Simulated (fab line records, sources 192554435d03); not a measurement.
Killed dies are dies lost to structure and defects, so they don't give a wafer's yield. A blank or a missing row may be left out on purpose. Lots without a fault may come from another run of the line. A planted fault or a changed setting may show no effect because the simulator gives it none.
Problem report in the 8D (eight disciplines) form, filled by code | flow n5_finfet | the parts of the form that need people (team, actions taken, sign-off) are left out

1. THE PROBLEM
M6_ILD_THK at N5_BEOL_M6_THK_MEAS_01 reads a mean of 285.8 nm on 6 wafers of 2 lots; wafers without a fault read 155.3 nm with a standard deviation of 1.9. That is +69 standard deviations from the usual mean.
First seen on wafer L810.2, day 12 07:37, on film_metro-01. The record holds 27 wafers of 9 lots with a number at this step. Rule for "out", or "out of limits": more than 4 standard deviations from the usual mean. The other wafers with a number count as sound.

2. WHAT IT IS AND WHAT IT IS NOT
question                    | is                           | is not
which readings at this step | M6_ILD_THK                   | -
which lots                  | L810, L812                   | L796, L797, L798, L801, L815, L816, L817
which wafers of those lots  | all that have a number       | -
read on which gauges        | film_metro-01, film_metro-02 | -
when                        | from day 12 07:37            | up to then (12 sound wafers); but 9 sound wafers of L815, L816, L817 came after

3. SUSPECTS, AND WHAT RULES EACH OUT
Counting: a tool at a process step up to the reading stays a suspect if it ran every lot that is out and no sound lot after the first of them.
- the gauge at N5_BEOL_M6_THK_MEAS_01: ruled out. The wafers that are out were read on 2 gauges (film_metro-01, film_metro-02).
- pecvd-02 at N5_BEOL_M6_ILD_DEP_00 (deposits SiCOH lowk from DEMS/porogen, target thk 179.75 nm, time 33.4 s): kept. It ran every lot that is out, first L810 (day 12 07:03), and no sound lot after that; its last sound lot up to then is L801 (day 10 19:26).
Left after counting: pecvd-02 at N5_BEOL_M6_ILD_DEP_00.

4. THE CAUSE (what the simulator had put in)
Process parameter drift: pecvd-02, from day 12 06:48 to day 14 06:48, at N5_BEOL_M6_ILD_DEP_00. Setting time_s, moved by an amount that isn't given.
Counting left only this tool.

5. THE CHAIN OF EFFECTS, in route order
Each row: a reading whose mean over the struck wafers that have a number lies more than 3 standard deviations from the usual. Only readings for which the record gives a usual standard deviation are gone through. hours: the time from each lot's start at the first step in this table that gives one to its start at this step, as a median over the lots. sigmas: the change in usual standard deviations.
hours | step                    | reading              | usual    | on struck wafers | change | sigmas
0     | N5_BEOL_M6_THK_MEAS_01  | M6_ILD_THK           | 155.3 nm | 285.8            | +130.5 | +69
97    | N5_PASSIVATION_PROBE_49 | defect_limited_yield | 91.4 %   | 0.0              | -91.4  | -61
97    | N5_PASSIVATION_PROBE_49 | killed_at_M4_up      | 13       | 1096             | +1083  | +99 or more
97    | N5_PASSIVATION_PROBE_49 | killed_dies          | 101      | 1180             | +1079  | +60
97    | N5_PASSIVATION_PROBE_49 | killed_on_rim        | 13       | 152              | +139   | +34
97    | N5_PASSIVATION_PROBE_49 | sort_bin_5_function  | 5.0 %    | 96.4             | +91.4  | +91
97    | N5_PASSIVATION_PROBE_49 | sort_n_pass          | 1079     | 0                | -1079  | -60
97    | N5_PASSIVATION_PROBE_49 | sort_yield_pct       | 91.4 %   | 0.0              | -91.4  | -61
The process steps in it:
- N5_PASSIVATION_PROBE_49

6. WHAT WOULD HAVE CAUGHT IT SOONER
In this record the first reading out of limits at a measuring or inspecting step was taken at day 12 07:37, 1 hour after the fault began at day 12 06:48.
Of the tool readings at N5_BEOL_M6_ILD_DEP_00 for which the record gives a usual standard deviation, none was out on any struck wafer, so an alarm limit of 4 standard deviations on them would not have fired.
Of the lots that are out (2), L812 began N5_BEOL_M6_ILD_DEP_00 on pecvd-02 after day 12 07:37. A hold on the tool at that time would have spared it.
